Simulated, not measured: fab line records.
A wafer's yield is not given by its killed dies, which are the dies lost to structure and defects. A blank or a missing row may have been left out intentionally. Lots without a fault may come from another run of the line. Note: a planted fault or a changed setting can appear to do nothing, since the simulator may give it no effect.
The tool behind it: which one? || flow n5Finfet || 11 lots, 32 wafers sampled, at 2 steps of a route of 1938

== WHAT EACH GAUGE READ, for each wafer ==
N5_BEOL_M7_CD_MEAS_28: target cd 40 nm.
{"lot": "L252", "measured": "day 9 11:18", "on": "cdSem-03", "cdNm (nm)": "40.29 40.18 40.21"}
{"lot": "L253", "measured": "day 9 18:31", "on": "cdSem-02", "cdNm (nm)": "40.13 39.89 39.25"}
{"lot": "L255", "measured": "day 10 01:43", "on": "cdSem-02", "cdNm (nm)": "39.92 40.40 40.31"}
{"lot": "L256", "measured": "day 10 09:03", "on": "cdSem-01", "cdNm (nm)": "40.23 40.47 40.21"}
{"lot": "L257", "measured": "day 10 14:58", "on": "cdSem-02", "cdNm (nm)": "40.24 40.26 40.72"}
{"lot": "L258", "measured": "day 11 01:35", "on": "cdSem-02", "cdNm (nm)": "39.77 39.45 39.96"}
{"lot": "L262", "measured": "day 11 18:19", "on": "cdSem-02", "cdNm (nm)": "39.77 39.98 39.90"}
{"lot": "L266", "measured": "day 13 02:10", "on": "cdSem-03", "cdNm (nm)": "39.72 39.38 40.13"}
{"lot": "L268", "measured": "day 13 21:04", "on": "cdSem-01", "cdNm (nm)": "39.93 40.10"}
{"lot": "L270", "measured": "day 13 23:22", "on": "cdSem-01", "cdNm (nm)": "40.09 40.03 39.81"}
{"lot": "L271", "measured": "day 14 10:18", "on": "cdSem-01", "cdNm (nm)": "39.65 39.86 40.06"}

== EACH LOT AND THE TOOL THAT RAN IT (in order: tool; ch and the chambers of the sampled wafers; start) ==
{"lot": "L252", "N5_BEOL_M7_DESCUM_16": "rieDiel-01 ch 0,1,2, day 9 09:50"}
{"lot": "L253", "N5_BEOL_M7_DESCUM_16": "rieDiel-01 ch 0,1,3, day 9 16:23"}
{"lot": "L255", "N5_BEOL_M7_DESCUM_16": "rieDiel-01 ch 0,2, day 9 23:49"}
{"lot": "L256", "N5_BEOL_M7_DESCUM_16": "rieDiel-01 ch 1,3, day 10 06:28"}
{"lot": "L257", "N5_BEOL_M7_DESCUM_16": "rieDiel-03 ch 0,2,3, day 10 13:37"}
{"lot": "L258", "N5_BEOL_M7_DESCUM_16": "rieDiel-01 ch 2,3, day 11 00:34"}
{"lot": "L262", "N5_BEOL_M7_DESCUM_16": "rieDiel-03 ch 0,2, day 11 16:47"}
{"lot": "L266", "N5_BEOL_M7_DESCUM_16": "rieDiel-03 ch 2,3, day 12 23:46"}
{"lot": "L268", "N5_BEOL_M7_DESCUM_16": "rieDiel-01 ch 0,2, day 13 18:53"}
{"lot": "L270", "N5_BEOL_M7_DESCUM_16": "rieDiel-01 ch 1,2,3, day 13 22:30"}
{"lot": "L271", "N5_BEOL_M7_DESCUM_16": "rieDiel-04 ch 1,2,3, day 14 05:47"}
- N5_BEOL_M7_DESCUM_16: chemistry O2, time 7.9 s.

== THE ANSWER, worked out from the rows above alone ==
Rule: the usual values come from the lots themselves. The widest of any qualifying gaps counts: lots, ordered by their means at a reading, are off when they make up no more than a third of the lots, leave a main group of 4 or more, and stand apart from it by 3 or more times the standard deviation of that group's means. A main group whose means are all the same, to the digits that the tables above print for the reading, isn't used. Also off: a lot with no number at a reading for which 4 or more lots have one. All remaining lots with rows at the step are treated as sound.
No lot is off at any reading shown: from this, nothing can be told.

== WHAT THE SIMULATOR PUT IN ==
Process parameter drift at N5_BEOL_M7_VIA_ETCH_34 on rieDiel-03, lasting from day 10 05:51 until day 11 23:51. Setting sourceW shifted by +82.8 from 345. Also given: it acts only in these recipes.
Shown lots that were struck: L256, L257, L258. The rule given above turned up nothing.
